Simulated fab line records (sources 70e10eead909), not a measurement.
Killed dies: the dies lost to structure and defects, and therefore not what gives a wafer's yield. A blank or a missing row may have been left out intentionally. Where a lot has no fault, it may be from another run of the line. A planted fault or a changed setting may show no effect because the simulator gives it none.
Matching of chambers -- flow nand-harc -- NHARC_P_M2_PRE_CLEAN_32 on pecvd-01: 3 sister chambers
The step time 12 s. 16 wafers are shown with their chamber, then 8 later ones without.

WAFERS WITH THEIR CHAMBER
wafer,chamber,heater-power-outer-w (W),heater-power-w (W)
L078.2,0,387,616
L078.3,1,341,605
L078.5,2,395,668
L080.1,2,341,603
L080.4,2,334,580
L080.6,2,347,601
L081.2,1,278,522
L081.4,1,288,523
L081.6,0,328,553
L082.3,1,288,546
L082.4,0,324,531
L082.6,2,358,623
L084.2,2,327,587
L084.4,2,326,575
L084.5,0,398,622
L088.1,0,326,546

SIGNATURES (means of the wafers above)
reading,chamber 0,chamber 1,chamber 2,scatter within a chamber
heater-power-outer-w,352.60,298.75,346.86,29.5
heater-power-w,573.60,549.00,605.29,37.1
Rule: a wafer's distance from a chamber is the root of the sum, over the readings, of the square of ((its reading less the chamber's mean) divided by the reading's scatter). The wafer belongs to the nearest chamber; if the next one is less than 2 further off, it can't be placed. How the scatter is found: for the shown wafers, subtract from each reading the mean of its chamber, square and add these, divide the total by (wafers less chambers), then take the root.

WAFERS MISSING THEIR CHAMBER
wafer,heater-power-outer-w (W),heater-power-w (W)
L088.4,349,556
L088.5,397,649
L095.2,345,559
L095.3,276,504
L095.6,341,550
L097.2,399,644
L097.4,427,707
L097.5,396,637

EACH ONE'S CHAMBER
wafer,from the rows above,in truth
L088.4,can't be placed: 0 or 2 or 1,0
L088.5,can't be placed: 2 or 0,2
L095.2,can't be placed: 0 or 2 or 1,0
L095.3,can't be placed: 1 or 0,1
L095.6,can't be placed: 0 or 1 or 2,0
L097.2,can't be placed: 2 or 0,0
L097.4,can't be placed: 2 or 0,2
L097.5,can't be placed: 2 or 0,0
0 of 8 placed correctly. These rows do not allow placing 8 (true chamber among the candidates in 8). Placed wrongly: 0.
